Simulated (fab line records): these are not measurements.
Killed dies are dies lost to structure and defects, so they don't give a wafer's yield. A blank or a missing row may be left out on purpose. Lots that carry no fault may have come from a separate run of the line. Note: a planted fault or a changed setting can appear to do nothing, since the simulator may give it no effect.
Which tool is to blame? / flow n5_finfet / 10 lots, 30 wafers sampled, at 5 steps of a route of 1938

## WHAT THE GAUGES SHOWED, per wafer
N5_BEOL_M10_THK_MEAS_53: measures by xrf.
lot=L528; measured=day 13 09:46; on=film_metro-01; M10_THK (nm)=143 138 136
lot=L530; measured=day 14 07:56; on=film_metro-01; M10_THK (nm)=139 143 142
lot=L529; measured=day 14 11:33; on=film_metro-01; M10_THK (nm)=136 135 140
lot=L534; measured=day 15 23:26; on=film_metro-01; M10_THK (nm)=142 138 145
lot=L539; measured=day 16 07:22; on=film_metro-02; M10_THK (nm)=134 139 143
lot=L540; measured=day 16 17:22; on=film_metro-01; M10_THK (nm)=132 140 134
lot=L538; measured=day 17 09:55; on=film_metro-02; M10_THK (nm)=146 143 138
lot=L542; measured=day 17 10:01; on=film_metro-02; M10_THK (nm)=142 144 150
lot=L544; measured=day 17 20:22; on=film_metro-01; M10_THK (nm)=144 149 142
lot=L547; measured=day 18 01:37; on=film_metro-01; M10_THK (nm)=144 137 143

## WHAT TOOL EACH LOT RAN ON (gives the tool, then ch and the chambers of the sampled wafers, and finally the start)
lot=L528; N5_BEOL_M10_DESCUM_33=rie_diel-01 ch 0,1,3, day 13 06:59; N5_BEOL_M10_DEGAS_44=pvd_sputter-02, day 13 08:05; N5_BEOL_M10_CVD_75=cvd_co-02 ch 1,2, day 13 08:40; N5_BEOL_M10_CMP_52=cmp-03 ch 1,2, day 13 09:28
lot=L530; N5_BEOL_M10_DESCUM_33=rie_diel-01 ch 0,2,3, day 14 04:40; N5_BEOL_M10_DEGAS_44=pvd_sputter-01, day 14 05:42; N5_BEOL_M10_CVD_75=cvd_co-02 ch 2, day 14 06:56; N5_BEOL_M10_CMP_52=cmp-01 ch 2,3, day 14 07:39
lot=L529; N5_BEOL_M10_DESCUM_33=rie_diel-03 ch 0,1,3, day 14 07:14; N5_BEOL_M10_DEGAS_44=pvd_sputter-03, day 14 08:20; N5_BEOL_M10_CVD_75=cvd_co-02 ch 1,2, day 14 09:13; N5_BEOL_M10_CMP_52=cmp-03 ch 0,1,3, day 14 11:17
lot=L534; N5_BEOL_M10_DESCUM_33=rie_diel-03 ch 0,1,2, day 15 20:14; N5_BEOL_M10_DEGAS_44=pvd_sputter-02, day 15 21:46; N5_BEOL_M10_CVD_75=cvd_co-02 ch 0,2, day 15 22:29; N5_BEOL_M10_CMP_52=cmp-01 ch 0,1,2, day 15 23:08
lot=L539; N5_BEOL_M10_DESCUM_33=rie_diel-01 ch 0,2,3, day 16 04:17; N5_BEOL_M10_DEGAS_44=pvd_sputter-01, day 16 05:31; N5_BEOL_M10_CVD_75=cvd_co-02 ch 0,1, day 16 06:03; N5_BEOL_M10_CMP_52=cmp-03 ch 1,3, day 16 07:06
lot=L540; N5_BEOL_M10_DESCUM_33=rie_diel-01 ch 0,1,3, day 16 14:03; N5_BEOL_M10_DEGAS_44=pvd_sputter-01, day 16 15:17; N5_BEOL_M10_CVD_75=cvd_co-01 ch 1,2, day 16 16:01; N5_BEOL_M10_CMP_52=cmp-03 ch 1,3, day 16 17:04
lot=L538; N5_BEOL_M10_DESCUM_33=rie_diel-01 ch 0,1,2, day 17 06:14; N5_BEOL_M10_DEGAS_44=pvd_sputter-02, day 17 07:29; N5_BEOL_M10_CVD_75=cvd_co-01 ch 1,2, day 17 08:33; N5_BEOL_M10_CMP_52=cmp-04 ch 0,1,2, day 17 09:37
lot=L542; N5_BEOL_M10_DESCUM_33=rie_diel-05 ch 1,2,3, day 17 06:26; N5_BEOL_M10_DEGAS_44=pvd_sputter-02, day 17 08:18; N5_BEOL_M10_CVD_75=cvd_co-01 ch 1,2, day 17 09:04; N5_BEOL_M10_CMP_52=cmp-01 ch 0,2,3, day 17 09:43
lot=L544; N5_BEOL_M10_DESCUM_33=rie_diel-05 ch 0,2, day 17 15:59; N5_BEOL_M10_DEGAS_44=pvd_sputter-01, day 17 17:15; N5_BEOL_M10_CVD_75=cvd_co-02 ch 0,1,2, day 17 18:04; N5_BEOL_M10_CMP_52=cmp-01 ch 0,2,3, day 17 20:04
lot=L547; N5_BEOL_M10_DESCUM_33=rie_diel-01 ch 2,3, day 17 22:35; N5_BEOL_M10_DEGAS_44=pvd_sputter-01, day 17 23:48; N5_BEOL_M10_CVD_75=cvd_co-01 ch 0,1,2, day 18 00:19; N5_BEOL_M10_CMP_52=cmp-03 ch 0,1,3, day 18 01:26
- N5_BEOL_M10_DESCUM_33: chemistry O2, time 7.9 s.
- N5_BEOL_M10_DEGAS_44: time 60 s.
- N5_BEOL_M10_CVD_75: deposits Co from CCTBA/H2, target thk 2 nm, time 138.9 s.
- N5_BEOL_M10_CMP_52: polishes, stops on SiCOH lowk, t overpolish 7 s, target thk 140 nm.

## AS READ BY THE TOOLS THEMSELVES (means over the sampled wafers that have a number; for cases with no such wafer, the mark the record gives instead)
N5_BEOL_M10_DESCUM_33.
lot=L528; tool=rie_diel-01; drypump_motor_current_A (A)=5.9; oes_product_au (a.u.)=0.76; rf_vpp_V (V)=241.2; showerhead_plenum_p_Torr (Torr)=1.98; throttle_valve_pct (%)=20.35
lot=L530; tool=rie_diel-01; drypump_motor_current_A (A)=5.6; oes_product_au (a.u.)=0.71; rf_vpp_V (V)=242.6; showerhead_plenum_p_Torr (Torr)=2.01; throttle_valve_pct (%)=20.47
lot=L529; tool=rie_diel-03; drypump_motor_current_A (A)=6.0; oes_product_au (a.u.)=0.85; rf_vpp_V (V)=244.2; showerhead_plenum_p_Torr (Torr)=2.09; throttle_valve_pct (%)=20.44
lot=L534; tool=rie_diel-03; drypump_motor_current_A (A)=6.4; oes_product_au (a.u.)=0.78; rf_vpp_V (V)=242.5; showerhead_plenum_p_Torr (Torr)=2.07; throttle_valve_pct (%)=20.43
lot=L539; tool=rie_diel-01; drypump_motor_current_A (A)=5.6; oes_product_au (a.u.)=0.80; rf_vpp_V (V)=241.5; showerhead_plenum_p_Torr (Torr)=2.01; throttle_valve_pct (%)=20.41
lot=L540; tool=rie_diel-01; drypump_motor_current_A (A)=5.9; oes_product_au (a.u.)=0.73; rf_vpp_V (V)=241.1; showerhead_plenum_p_Torr (Torr)=1.97; throttle_valve_pct (%)=20.39
lot=L538; tool=rie_diel-01; drypump_motor_current_A (A)=6.0; oes_product_au (a.u.)=0.81; rf_vpp_V (V)=242.2; showerhead_plenum_p_Torr (Torr)=2.04; throttle_valve_pct (%)=20.38
lot=L542; tool=rie_diel-05; drypump_motor_current_A (A)=5.8; oes_product_au (a.u.)=0.88; rf_vpp_V (V)=242.9; showerhead_plenum_p_Torr (Torr)=2.07; throttle_valve_pct (%)=20.25
lot=L544; tool=rie_diel-05; drypump_motor_current_A (A)=5.4; oes_product_au (a.u.)=0.83; rf_vpp_V (V)=243.3; showerhead_plenum_p_Torr (Torr)=2.11; throttle_valve_pct (%)=20.28
lot=L547; tool=rie_diel-01; drypump_motor_current_A (A)=5.3; oes_product_au (a.u.)=0.84; rf_vpp_V (V)=243.0; showerhead_plenum_p_Torr (Torr)=2.04; throttle_valve_pct (%)=20.31

N5_BEOL_M10_DEGAS_44.
lot=L528; tool=pvd_sputter-02; heater_power_w (W)=322
lot=L530; tool=pvd_sputter-01; heater_power_w (W)=336
lot=L529; tool=pvd_sputter-03; heater_power_w (W)=353
lot=L534; tool=pvd_sputter-02; heater_power_w (W)=309
lot=L539; tool=pvd_sputter-01; heater_power_w (W)=325
lot=L540; tool=pvd_sputter-01; heater_power_w (W)=340
lot=L538; tool=pvd_sputter-02; heater_power_w (W)=301
lot=L542; tool=pvd_sputter-02; heater_power_w (W)=310
lot=L544; tool=pvd_sputter-01; heater_power_w (W)=336
lot=L547; tool=pvd_sputter-01; heater_power_w (W)=326

N5_BEOL_M10_CMP_52.
lot=L528; tool=cmp-03; barrier_field_endpoint_s (s)=28.3; clearing_platen_down_force_psi (psi)=1.496; motor_current_A (A)=6.3; overpolish_run_s (s)=7.003; time_to_endpoint_s (s)=64
lot=L530; tool=cmp-01; barrier_field_endpoint_s (s)=29.4; clearing_platen_down_force_psi (psi)=1.503; motor_current_A (A)=6.3; overpolish_run_s (s)=7.001; time_to_endpoint_s (s)=67
lot=L529; tool=cmp-03; barrier_field_endpoint_s (s)=29.9; clearing_platen_down_force_psi (psi)=1.495; motor_current_A (A)=6.1; overpolish_run_s (s)=7.000; time_to_endpoint_s (s)=63
lot=L534; tool=cmp-01; barrier_field_endpoint_s (s)=29.3; clearing_platen_down_force_psi (psi)=1.498; motor_current_A (A)=6.3; overpolish_run_s (s)=6.994; time_to_endpoint_s (s)=65
lot=L539; tool=cmp-03; barrier_field_endpoint_s (s)=28.9; clearing_platen_down_force_psi (psi)=1.502; motor_current_A (A)=6.3; overpolish_run_s (s)=7.006; time_to_endpoint_s (s)=64
lot=L540; tool=cmp-03; barrier_field_endpoint_s (s)=28.2; clearing_platen_down_force_psi (psi)=1.504; motor_current_A (A)=6.3; overpolish_run_s (s)=7.008; time_to_endpoint_s (s)=60
lot=L538; tool=cmp-04; barrier_field_endpoint_s (s)=32.4; clearing_platen_down_force_psi (psi)=1.499; motor_current_A (A)=5.9; overpolish_run_s (s)=7.007; time_to_endpoint_s (s)=73
lot=L542; tool=cmp-01; barrier_field_endpoint_s (s)=29.9; clearing_platen_down_force_psi (psi)=1.498; motor_current_A (A)=6.3; overpolish_run_s (s)=7.009; time_to_endpoint_s (s)=67
lot=L544; tool=cmp-01; barrier_field_endpoint_s (s)=30.4; clearing_platen_down_force_psi (psi)=1.500; motor_current_A (A)=6.2; overpolish_run_s (s)=7.004; time_to_endpoint_s (s)=71
lot=L547; tool=cmp-03; barrier_field_endpoint_s (s)=28.6; clearing_platen_down_force_psi (psi)=1.500; motor_current_A (A)=6.1; overpolish_run_s (s)=7.002; time_to_endpoint_s (s)=64

## THE ANSWER, worked out from the rows above alone
Rule: the usual values come from the lots themselves. Put in order of their means at a reading, lots are off if they are a third of the lots or fewer, leave a main group of 4 or more, and stand apart from it by a gap of 3 or more times the standard deviation of the main group's means; of several such gaps the widest counts. If all means in a main group match to the digits the tables above print for the reading, that group is not used. Also off: a lot with no number at a reading for which 4 or more lots have one. All remaining lots with rows at the step are treated as sound. The gauges are gone through in route order, then the tools' own readings, and for those a lot's mean is taken as printed above. The first step at which some lot is off is used, and at that step the reading that is off furthest; a lot without a number counts as furthest.
Nothing can be told from this: no lot is off at any reading shown.

## WHAT HAD BEEN PUT IN BY THE SIMULATOR
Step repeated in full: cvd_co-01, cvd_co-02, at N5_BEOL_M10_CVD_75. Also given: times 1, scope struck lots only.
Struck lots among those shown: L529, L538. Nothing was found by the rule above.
